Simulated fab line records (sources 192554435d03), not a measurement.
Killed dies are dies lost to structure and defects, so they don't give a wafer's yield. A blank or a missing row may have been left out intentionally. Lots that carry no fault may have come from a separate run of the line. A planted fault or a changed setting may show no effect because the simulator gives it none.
Matching of chambers || flow n5 finfet || N5_BEOL_M4_ILD_DEP_00 on pecvd-03: 3 sister chambers
The step deposits SiOC from DEMS/O2, target thk 79 nm, time 15.3 s. 18 wafers are shown with their chamber, then 8 later ones without.

== WAFERS PAIRED WITH THEIR CHAMBERS ==
{"wafer": "L594.2", "chamber": 0, "throttle valve pct (%)": 13.6, "heater power w (W)": 637, "showerhead plenum p Torr (Torr)": 5.719}
{"wafer": "L594.3", "chamber": 1, "throttle valve pct (%)": 11.4, "heater power w (W)": 451, "showerhead plenum p Torr (Torr)": 5.694}
{"wafer": "L594.5", "chamber": 0, "throttle valve pct (%)": 13.8, "heater power w (W)": 646, "showerhead plenum p Torr (Torr)": 5.697}
{"wafer": "L597.1", "chamber": 1, "throttle valve pct (%)": 11.3, "heater power w (W)": 535, "showerhead plenum p Torr (Torr)": 5.717}
{"wafer": "L597.4", "chamber": 0, "throttle valve pct (%)": 13.6, "heater power w (W)": 641, "showerhead plenum p Torr (Torr)": 5.710}
{"wafer": "L597.5", "chamber": 2, "throttle valve pct (%)": 11.6, "heater power w (W)": 662, "showerhead plenum p Torr (Torr)": 5.677}
{"wafer": "L602.2", "chamber": 0, "throttle valve pct (%)": 13.8, "heater power w (W)": 633, "showerhead plenum p Torr (Torr)": 5.719}
{"wafer": "L602.3", "chamber": 0, "throttle valve pct (%)": 14.0, "heater power w (W)": 631, "showerhead plenum p Torr (Torr)": 5.712}
{"wafer": "L610.1", "chamber": 0, "throttle valve pct (%)": 13.9, "heater power w (W)": 629, "showerhead plenum p Torr (Torr)": 5.718}
{"wafer": "L610.3", "chamber": 1, "throttle valve pct (%)": 11.2, "heater power w (W)": 509, "showerhead plenum p Torr (Torr)": 5.702}
{"wafer": "L610.5", "chamber": 1, "throttle valve pct (%)": 11.7, "heater power w (W)": 524, "showerhead plenum p Torr (Torr)": 5.708}
{"wafer": "L612.1", "chamber": 1, "throttle valve pct (%)": 11.5, "heater power w (W)": 507, "showerhead plenum p Torr (Torr)": 5.702}
{"wafer": "L612.3", "chamber": 2, "throttle valve pct (%)": 11.9, "heater power w (W)": 759, "showerhead plenum p Torr (Torr)": 5.677}
{"wafer": "L612.5", "chamber": 1, "throttle valve pct (%)": 11.2, "heater power w (W)": 510, "showerhead plenum p Torr (Torr)": 5.699}
{"wafer": "L614.4", "chamber": 2, "throttle valve pct (%)": 12.0, "heater power w (W)": 675, "showerhead plenum p Torr (Torr)": 5.687}
{"wafer": "L614.5", "chamber": 1, "throttle valve pct (%)": 11.5, "heater power w (W)": 463, "showerhead plenum p Torr (Torr)": 5.718}
{"wafer": "L614.6", "chamber": 2, "throttle valve pct (%)": 11.9, "heater power w (W)": 673, "showerhead plenum p Torr (Torr)": 5.685}
{"wafer": "L616.2", "chamber": 2, "throttle valve pct (%)": 11.9, "heater power w (W)": 751, "showerhead plenum p Torr (Torr)": 5.667}

SIGNATURES (means of the wafers above)
{"reading": "throttle valve pct", "chamber 0": 13.783, "chamber 1": 11.400, "chamber 2": 11.860, "scatter within a chamber": 0.167}
{"reading": "heater power w", "chamber 0": 636.17, "chamber 1": 499.86, "chamber 2": 704.00, "scatter within a chamber": 31.4}
{"reading": "showerhead plenum p Torr", "chamber 0": 5.71250, "chamber 1": 5.70571, "chamber 2": 5.67860, "scatter within a chamber": 0.00859}
Rule: a wafer lies at a distance from a chamber equal to the root of the sum of squares, over the readings, of (its reading less the chamber's mean, divided by the reading's scatter). The wafer belongs to the nearest chamber; if the next one is less than 2 further off, it can't be placed. The scatter: the root of (the sum of the squares of (reading less its chamber's mean) over the shown wafers, divided by (wafers less chambers)).

== WAFERS WITHOUT THEIR CHAMBER ==
{"wafer": "L616.3", "throttle valve pct (%)": 12.0, "heater power w (W)": 763, "showerhead plenum p Torr (Torr)": 5.696}
{"wafer": "L616.4", "throttle valve pct (%)": 11.2, "heater power w (W)": 512, "showerhead plenum p Torr (Torr)": 5.697}
{"wafer": "L615.2", "throttle valve pct (%)": 11.9, "heater power w (W)": 768, "showerhead plenum p Torr (Torr)": 5.697}
{"wafer": "L615.4", "throttle valve pct (%)": 11.2, "heater power w (W)": 470, "showerhead plenum p Torr (Torr)": 5.716}
{"wafer": "L615.5", "throttle valve pct (%)": 11.5, "heater power w (W)": 484, "showerhead plenum p Torr (Torr)": 5.709}
{"wafer": "L617.1", "throttle valve pct (%)": 12.0, "heater power w (W)": 611, "showerhead plenum p Torr (Torr)": 5.665}
{"wafer": "L617.4", "throttle valve pct (%)": 11.5, "heater power w (W)": 516, "showerhead plenum p Torr (Torr)": 5.703}
{"wafer": "L617.6", "throttle valve pct (%)": 11.2, "heater power w (W)": 527, "showerhead plenum p Torr (Torr)": 5.704}

== CHAMBER TAKEN BY EACH ==
{"wafer": "L616.3", "from the rows above": 2, "in truth": 2}
{"wafer": "L616.4", "from the rows above": 1, "in truth": 1}
{"wafer": "L615.2", "from the rows above": 2, "in truth": 2}
{"wafer": "L615.4", "from the rows above": 1, "in truth": 1}
{"wafer": "L615.5", "from the rows above": 1, "in truth": 1}
{"wafer": "L617.1", "from the rows above": 2, "in truth": 2}
{"wafer": "L617.4", "from the rows above": 1, "in truth": 1}
{"wafer": "L617.6", "from the rows above": 1, "in truth": 1}
8 of 8 placed correctly. Number that these rows cannot place: 0. 0 placed wrongly.
